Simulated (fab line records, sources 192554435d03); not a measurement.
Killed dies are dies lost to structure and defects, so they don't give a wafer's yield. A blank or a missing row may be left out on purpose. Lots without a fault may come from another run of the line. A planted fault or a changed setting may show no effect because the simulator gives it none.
Which tool did it? | flow n5_finfet | 11 lots, 33 wafers sampled, at 4 steps of a route of 1938

WHAT THE GAUGES READ, wafer by wafer
N5_BEOL_M4_RC_MEAS_101. Usual: DIBL_N 36.0 mV/V, standard deviation 2.5; DIBL_P 36.7 mV/V, standard deviation 3; IOFF_N 0.16 nA/um, standard deviation 0.043; IOFF_P 0.21 nA/um, standard deviation 0.049; ION_N 673 uA/um, standard deviation 15; ION_P 461 uA/um, standard deviation 9.8; SS_N 71.5 mV/dec, standard deviation 0.83; SS_P 73.4 mV/dec, standard deviation 0.83; VT_N 250 mV, standard deviation 4; VT_P -251 mV, standard deviation 4.
lot  | measured     | on        | DIBL_N (mV/V)  | DIBL_P (mV/V)  | IOFF_N (nA/um) | IOFF_P (nA/um) | ION_N (uA/um) | ION_P (uA/um) | SS_N (mV/dec)  | SS_P (mV/dec)  | VT_N (mV)   | VT_P (mV)      | flag
L892 | day 7 17:22  | prober-01 | 32.1 33.0 31.8 | 33.7 33.8 33.3 | 0.12 0.14 0.12 | 0.18 0.18 0.17 | 657 671 663   | 456 459 459   | 70.5 71.7 70.7 | 72.6 72.8 72.1 | 254 254 252 | -254 -254 -250 |
L895 | day 8 17:45  | prober-02 | 40.0 35.5 40.0 | 40.1 35.4 41.3 | 0.22 0.14 0.24 | 0.28 0.20 0.32 | 691 664 700   | 467 455 482   | 72.0 71.4 72.0 | 73.9 73.4 73.7 | 243 251 242 | -243 -251 -243 |
L896 | day 8 18:52  | prober-01 | 29.9 35.4 32.0 | 30.0 36.9 32.9 | 0.09 0.16 0.11 | 0.13 0.22 0.17 | 677 671 675   | 470 467 475   | 69.7 71.6 71.5 | 71.6 72.5 71.8 | 256 245 254 | -257 -249 -250 |
L898 | day 9 07:55  | prober-01 | 34.7 39.3 35.2 | 36.8 41.9 37.8 | 0.13 0.24 0.14 | 0.22 0.32 0.23 | 668 697 660   | 469 476 461   | 71.1 72.0 70.2 | 74.0 74.6 74.2 | 250 244 253 | -248 -243 -248 |
L899 | day 9 20:40  | prober-02 | 30.3 31.6 36.3 | 32.5 34.5 39.7 | 0.10 0.12 0.23 | 0.14 0.16 0.26 | 645 651 681   | 441 453 464   | 71.2 70.9 73.6 | 71.8 72.6 73.7 | 256 252 244 | -257 -254 -246 |
L901 | day 10 02:14 | prober-01 | 39.2 35.1 33.3 | 43.4 35.1 35.7 | 0.28 0.17 0.13 | 0.32 0.18 0.17 | 689 666 677   | 470 456 463   | 72.0 71.2 69.9 | 75.1 73.2 72.6 | 242 249 251 | -244 -254 -254 |
L905 | day 10 23:24 | prober-01 | 38.9 33.3 36.2 | 38.3 32.8 35.1 | 0.19 0.10 0.14 | 0.23 0.16 0.18 | 687 648 654   | 462 446 446   | 72.6 70.9 72.4 | 74.1 72.7 73.5 | 248 258 253 | -250 -253 -251 |
L910 | day 13 08:08 | prober-02 | 34.8 31.6 27.6 | 37.1 33.3 28.4 | 0.16 0.11 0.07 | 0.19 0.14 0.11 | 679 664 649   | 462 454 455   | 71.5 70.2 69.4 | 73.4 72.8 71.7 | 248 258 258 | -252 -256 -257 |
L913 | day 13 17:27 | prober-01 | 36.2 35.2 38.7 | 37.5 35.9 40.4 | 0.17 0.15 0.22 | 0.23 0.21 0.29 | 690 686 685   | 470 475 466   | 71.2 71.5 72.0 | 73.6 72.8 74.1 | 246 250 244 | -248 -248 -246 |
L914 | day 14 07:53 | prober-01 | 36.6 35.8 35.0 | 39.2 38.0 36.9 | 0.19 0.16 0.14 | 0.24 0.21 0.20 | 694 684 669   | 479 469 461   | 70.8 71.7 71.0 | 73.8 73.5 73.1 | 242 248 252 | -249 -251 -250 |
L915 | day 14 13:20 | prober-01 | 35.6 37.2 35.3 | 36.6 38.3 36.1 | 0.14 0.17 0.13 | 0.17 0.19 0.16 | 672 683 650   | 454 463 445   | 71.1 71.8 70.9 | 72.9 73.6 73.2 | 252 251 254 | -256 -254 -258 |

WHICH TOOL RAN EACH LOT (tool, then ch and the chambers of the sampled wafers, then the start)
lot  | N5_BEOL_M3_ANNEAL_80         | N5_BEOL_M3_ANNEAL_82         | N5_BEOL_M3_CMP_52
L892 | pvd_sputter-01, day 7 06:47  | pvd_sputter-01, day 7 07:01  | cmp-01 ch 0,1, day 7 09:03
L895 | pvd_sputter-02, day 8 04:43  | pvd_sputter-02, day 8 04:56  | cmp-02 ch 1,2, day 8 07:05
L896 | pvd_sputter-01, day 8 07:31  | pvd_sputter-01, day 8 07:44  | cmp-04 ch 0,1, day 8 09:30
L898 | pvd_sputter-02, day 8 19:53  | pvd_sputter-02, day 8 20:06  | cmp-02 ch 0,1,2, day 8 21:52
L899 | pvd_sputter-03, day 9 05:40  | pvd_sputter-03, day 9 05:53  | cmp-04 ch 2,3, day 9 07:59
L901 | pvd_sputter-02, day 9 08:23  | pvd_sputter-02, day 9 08:37  | cmp-04 ch 0,1,2, day 9 14:14
L905 | pvd_sputter-03, day 10 10:41 | pvd_sputter-03, day 10 10:55 | cmp-02 ch 0,1,3, day 10 12:43
L910 | pvd_sputter-02, day 12 15:52 | pvd_sputter-02, day 12 16:05 | cmp-02 ch 0,1,2, day 12 17:51
L913 | pvd_sputter-03, day 12 23:50 | pvd_sputter-03, day 13 00:03 | cmp-01 ch 0,1,3, day 13 01:52
L914 | pvd_sputter-03, day 13 12:11 | pvd_sputter-03, day 13 12:24 | cmp-02 ch 0,1, day 13 14:13
L915 | pvd_sputter-03, day 13 19:09 | pvd_sputter-03, day 13 19:22 | cmp-04 ch 0,2,3, day 13 21:13
- N5_BEOL_M3_ANNEAL_80: time 240 s.
- N5_BEOL_M3_ANNEAL_82: time 240 s.
- N5_BEOL_M3_CMP_52: polishes, stops on SiOC, t overpolish 6.8 s, target thk 40 nm.

WHAT THE TOOLS THEMSELVES READ (means of the sampled wafers that have a number; where no wafer has one, the mark that the record gives instead)
N5_BEOL_M3_ANNEAL_80. Usual: heater_power_w 823 W, standard deviation 69; susceptor_temp_C_max 400.8, standard deviation 0.31.
lot  | tool           | heater_power_w (W) | susceptor_temp_C_max | flag
L892 | pvd_sputter-01 | 801                | 400.8                |
L895 | pvd_sputter-02 | 907                | 401.1                |
L896 | pvd_sputter-01 | 745                | 401.1                |
L898 | pvd_sputter-02 | 886                | 400.8                |
L899 | pvd_sputter-03 | 807                | 400.8                |
L901 | pvd_sputter-02 | 870                | 400.6                |
L905 | pvd_sputter-03 | 806                | 400.7                |
L910 | pvd_sputter-02 | 866                | 400.5                |
L913 | pvd_sputter-03 | 797                | 401.1                |
L914 | pvd_sputter-03 | 835                | 401.0                |
L915 | pvd_sputter-03 | 836                | 400.8                |

N5_BEOL_M3_ANNEAL_82. Usual: heater_power_w 824 W, standard deviation 69; susceptor_temp_C_max 400.9, standard deviation 0.34.
lot  | tool           | heater_power_w (W) | susceptor_temp_C_max | flag
L892 | pvd_sputter-01 | 798                | 400.8                |
L895 | pvd_sputter-02 | 893                | 400.8                |
L896 | pvd_sputter-01 | 747                | 400.9                |
L898 | pvd_sputter-02 | 899                | 400.6                |
L899 | pvd_sputter-03 | 795                | 400.3                |
L901 | pvd_sputter-02 | 866                | 400.9                |
L905 | pvd_sputter-03 | 796                | 400.8                |
L910 | pvd_sputter-02 | 856                | 400.3                |
L913 | pvd_sputter-03 | 813                | 401.0                |
L914 | pvd_sputter-03 | 835                | 401.0                |
L915 | pvd_sputter-03 | 829                | 400.9                |

N5_BEOL_M3_CMP_52. Usual: barrier_field_endpoint_s 25.1 s, standard deviation 0.72; motor_current_A 6.1 A, standard deviation 0.59; overpolish_run_s 6.800 s, standard deviation 0.0092; pad_life_wafers 1135, standard deviation 560; time_to_endpoint_s 66 s, standard deviation 3.9.
lot  | tool   | barrier_field_endpoint_s (s) | motor_current_A (A) | overpolish_run_s (s) | pad_life_wafers | time_to_endpoint_s (s) | flag
L892 | cmp-01 | 24.5                         | 5.5                 | 6.800                | 1693            | 62                     |
L895 | cmp-02 | 24.8                         | 6.4                 | 6.803                | 968             | 64                     |
L896 | cmp-04 | 25.0                         | 6.0                 | 6.796                | 589             | 65                     |
L898 | cmp-02 | 24.3                         | 6.6                 | 6.789                | 1094            | 62                     |
L899 | cmp-04 | 25.4                         | 6.1                 | 6.801                | 788             | 69                     |
L901 | cmp-04 | 26.1                         | 6.0                 | 6.797                | 836             | 71                     |
L905 | cmp-02 | 25.2                         | 6.8                 | 6.808                | 1388            | 63                     |
L910 | cmp-02 | 30.4                         | 6.6                 | 6.805                | 1796            | 78                     | OFF
L913 | cmp-01 | 26.1                         | 5.3                 | 6.803                | 716             | 68                     |
L914 | cmp-02 | 31.0                         | 6.6                 | 6.806                | 1964            | 79                     | OFF
L915 | cmp-04 | 24.9                         | 6.1                 | 6.794                | 1581            | 69                     |

THE ANSWER, worked out from the rows above alone
Rule: a lot is off if the mean of its wafers that have a number lies more than 3 standard deviations from the usual mean. A lot without any number at a reading at which 4 lots or more have one is off too. The other lots that the step has rows for count as sound. The gauges are gone through in route order, then the tools' own readings, and for those a lot's mean is taken as printed above. The first step at which some lot is off is used, and at that step the reading that is off furthest; a lot without a number counts as furthest.
Off: L910, L914, at N5_BEOL_M3_CMP_52 (barrier_field_endpoint_s).
A tool fits if, at that step or a process step before it, it ran every lot that is off, and no sound lot after the first of them. One fits: cmp-02 at N5_BEOL_M3_CMP_52. Its last sound lot is L905 (day 10 12:43), its first lot that is off L910 (day 12 17:51): a fault that began between those two fits.
The tool's own readings at N5_BEOL_M3_CMP_52 bear it out: on the lots that are off they differ by more than 5 times the standard deviation of the sound lots' means. barrier_field_endpoint_s reads 30.7 s there against 25.1 s on the sound lots.

WHAT THE SIMULATOR HAD PUT IN
Process parameter drift: cmp-02, from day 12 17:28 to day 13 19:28, at N5_BEOL_M3_CMP_52. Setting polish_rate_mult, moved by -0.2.
Lots struck among those shown: L910, L914. The rule above found the same.
